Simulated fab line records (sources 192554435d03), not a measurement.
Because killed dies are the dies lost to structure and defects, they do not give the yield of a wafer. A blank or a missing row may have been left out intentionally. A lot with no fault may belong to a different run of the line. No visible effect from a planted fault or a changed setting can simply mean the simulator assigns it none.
A lot that was struck, set against a sound lot + flow n5 finfet + 45 steps out of a route of 1938
Sound: the wafers L819.1, L819.2, L819.5. Struck: wafer L834.4. (L834.2 of the same lot was not struck and is left out.) The cause comes at the end.
Order at every step that has rows: each side's tool, ch and its chambers, its first start. Under that, the readings that differ: sound wafers + struck wafers + difference of the means + sigmas: that difference in standard deviations of wafers without a fault.
alike: a reading whose means differ by less than 2 such deviations, as well as words and numbers matching on both sides. not compared: withheld readings; readings where some wafer has no value; bounds like >300 that might hide an equal value; numbers whose values overlap and for which the record gives no deviation.
Wherever a step has rows on one side only, a row that says differs or no value, or a row with sigmas, the two part there. When numbers do not overlap yet have no deviation, they are printed without sigmas and do not part them. A reading missing from all wafers of one side parts the sides only when that side holds two or more wafers.

N5_BEOL_M10_SPUTTER_48: material Cu, target thk 12 nm, time 2 s.
  sound on pvd sputter-02, day 11 00:25; struck on pvd sputter-01, day 14 22:14
  alike: chamber pressure pa, throttle valve pct
then, 1 step without rows for these wafers: N5_BEOL_M10_ECD_50 (material Cu, target thk 318 nm).
N5_BEOL_M10_ANNEAL_51: time 90 s.
  sound on rtp anneal-01 ch 0, day 11 00:40; struck on rtp anneal-02 ch 0, day 14 22:43
  alike: anneal temp c, wafer_temp_C_max
then, 1 step without rows for these wafers: N5_BEOL_M10_CMP_52 (polishes, stops on SiCOH lowk, t overpolish 7 s, target thk 140 nm).
N5_BEOL_M10_THK_MEAS_53: measures by xrf.
  sound on film metro-01, day 11 01:32; struck on film metro-02, day 14 23:16
  alike: M10_THK
then, 2 steps without rows for these wafers: N5_BEOL_M10_PRE_CLEAN_55 (time 15 s); N5_BEOL_M10_DEP_56 (deposits SiCN from 3MS/NH3, target thk 15 nm, time 26.5 s).
N5_BEOL_M10_RS_MEAS_57: measurement is done with a four-point probe.
  sound on film metro-01, day 11 01:40; struck on film metro-01, day 14 23:24
  alike: M10_RS
N5_BEOL_M10_INSPECT_58: inspects for defects (darkfield).
  sound on defect inspect-02, day 11 01:41; struck on defect inspect-02, day 14 23:25
| reading          | sound    | struck | difference | sigmas |
|------------------|----------|--------|------------|--------|
| raw defect count | 48 43 76 | 94     | +38        | +2     |
N5_BEOL_M11_ILD_DEP_00: deposits SiCOH lowk from DEMS/porogen, target thk 308.51 nm, time 58 s.
  sound on pecvd-04 ch 0,2, day 11 01:44; struck on pecvd-01 ch 1, day 14 23:28
  alike: heater power w, rf fwd power W, showerhead plenum p Torr, throttle valve pct
N5_BEOL_M11_CURE_71: cures SiCOH lowk, time 240 s.
  sound on uv cure-03 ch 1, day 11 01:50; struck on uv cure-03 ch 0, day 14 23:42
  alike: lamp power pct, wafer_temp_C_max
N5_BEOL_M11_THK_MEAS_01:
  sound on film metro-01, day 11 02:20; struck on film metro-01, day 15 00:32
  alike: M11_ILD_THK
N5_BEOL_M11_PECVD_70: deposits SiO2 from TEOS/O2, target thk 20 nm, time 22.7 s.
  sound on pecvd-01 ch 0,1,2, day 11 02:23; struck on pecvd-01 ch 1, day 15 00:34
| reading                                     | sound        | struck | difference | sigmas |
|---------------------------------------------|--------------|--------|------------|--------|
| model.SiO2_of_BEOL_M11_PECVD_70.thk nm (nm) | 20 19.4 20.2 | 27.4   | +7.5       |        |
  alike: heater power w, rf fwd power W, showerhead plenum p Torr, throttle valve pct
then, 9 steps without rows for these wafers: N5_BEOL_M11_HM_DEP_02 (deposits TiN, target thk 20 nm); N5_BEOL_M11_COAT_59 (time 60 s, resist thk 100 nm); N5_BEOL_M11_COAT_60 (time 60 s, resist thk 30 nm); N5_BEOL_M11_COAT_05 (resist thk 90 nm); N5_BEOL_M11_EBR_07; N5_BEOL_M11_SOFTBAKE_06 (time 60 s); N5_BEOL_M11_EXPOSE_08 (exposes mask M11); N5_BEOL_M11_PEB_09 (peb time 60 s); N5_BEOL_M11_DEVELOP_10 (develop time 30 s).
N5_BEOL_M11_CD_MEAS_11: target cd 64.1 nm.
  sound on cd sem-03 ch 0, day 11 06:20; struck on cd sem-02 ch 0, day 15 02:24
  alike: cd nm
N5_BEOL_M11_OVL_MEAS_12:
  sound on overlay-01 ch 0, day 11 06:22; struck on overlay-02 ch 0, day 15 02:26
  alike: M11_OVL
N5_BEOL_M11_INSPECT_13: inspects for defects (brightfield).
  sound on defect inspect-02, day 11 06:24; struck on defect inspect-02, day 15 02:28
| reading          | sound       | struck | difference | sigmas |
|------------------|-------------|--------|------------|--------|
| raw defect count | 310 477 396 | 661    | +267       | +3     |
then, 4 steps without rows for these wafers: N5_BEOL_M11_DESCUM_16 (chemistry O2, time 7.9 s); N5_BEOL_M11_ETCH_61 (etches SiARC in CF4, target depth 39 nm, time 65 s); N5_BEOL_M11_ETCH_62 (etches SOC in N2/H2, target depth 110 nm, overetch 22 nm, time 165 s); N5_BEOL_M11_STRIP_68 (strips in N2/H2).
N5_BEOL_M11_STRIP_67: strips in CF4.
  sound on rie diel-03 ch 1,2, day 11 06:40; struck on rie diel-01 ch 3, day 15 02:43
| reading                     | sound       | struck | difference | sigmas |
|-----------------------------|-------------|--------|------------|--------|
| drypump motor current A (A) | 6.2 6.8 6.8 | 5.4    | -1.2       | -3     |
  alike: oes product au, rf vpp V, showerhead plenum p Torr, throttle valve pct
  not compared: rf hours counter h
then, 2 steps without rows for these wafers: N5_BEOL_M11_HM_OPEN_17 (chemistry Cl2/BCl3, target TiN, target depth 20 nm, overetch 6 nm); N5_BEOL_M11_STRIP_19 (strips in O2).
N5_BEOL_M11_CD_MEAS_18: pitch 140 nm, target cd 70 nm.
  sound on cd sem-01, day 11 07:00; struck on cd sem-03, day 15 02:59
  alike: cd nm
then, 8 steps without rows for these wafers: N5_BEOL_M11_COAT_63 (time 60 s, resist thk 100 nm); N5_BEOL_M11_COAT_64 (time 60 s, resist thk 30 nm); N5_BEOL_M11_COAT_22 (resist thk 90 nm); N5_BEOL_M11_EBR_24; N5_BEOL_M11_SOFTBAKE_23 (time 60 s); N5_BEOL_M11_EXPOSE_25 (exposes mask V10); N5_BEOL_M11_PEB_26 (peb time 60 s); N5_BEOL_M11_DEVELOP_27 (develop time 30 s).
N5_BEOL_M11_CD_MEAS_28: target cd 70 nm.
  sound on cd sem-01 ch 0, day 11 09:13; struck on cd sem-02 ch 0, day 15 03:36
  alike: cd nm
N5_BEOL_M11_HM_STRIP_39: strips TiN in peroxide tin strip, target depth 25 nm, time 158 s.
  sound on wet bench-05 ch 1,2,3, day 11 09:53; struck on wet bench-01 ch 2, day 15 04:19
| reading                                     | sound        | struck | difference | sigmas |
|---------------------------------------------|--------------|--------|------------|--------|
| model.SiO2_of_BEOL_M11_PECVD_70.thk nm (nm) | 19.8 19.2 20 | 27.2   | +7.5       |        |
N5_BEOL_M11_CMP_52: polishes, stops on SiCOH lowk, t overpolish 7 s, target thk 140 nm.
  sound on cmp-04 ch 0,1, day 11 14:29; struck on cmp-02 ch 0, day 15 06:43
| reading                      | sound          | struck | difference | sigmas |
|------------------------------|----------------|--------|------------|--------|
| barrier field endpoint s (s) | 29.0 27.5 29.5 | 38.1   | +9.4       | +11    |
  alike: head pressure psi, motor current A
N5_PASSIVATION_PROBE_49:
  sound on prober-01, day 13 08:55; struck on prober-02, day 17 03:31
  alike: defect limited yield, killed_at_M0_to_M3, killed_at_M4_up, killed at contacts, killed at front end, killed at other, killed dies, killed open, killed short, sort_bin_4_leakage, sort_bin_5_function, sort_bin_6_memory, sort n pass, sort yield pct

## WHERE THEY PART
First at N5_BEOL_M10_INSPECT_58; last, within this record, at N5_BEOL_M11_CMP_52. Later steps at which nothing parts them and some readings are alike: N5_PASSIVATION_PROBE_49.

WHY: whatever the simulator had introduced
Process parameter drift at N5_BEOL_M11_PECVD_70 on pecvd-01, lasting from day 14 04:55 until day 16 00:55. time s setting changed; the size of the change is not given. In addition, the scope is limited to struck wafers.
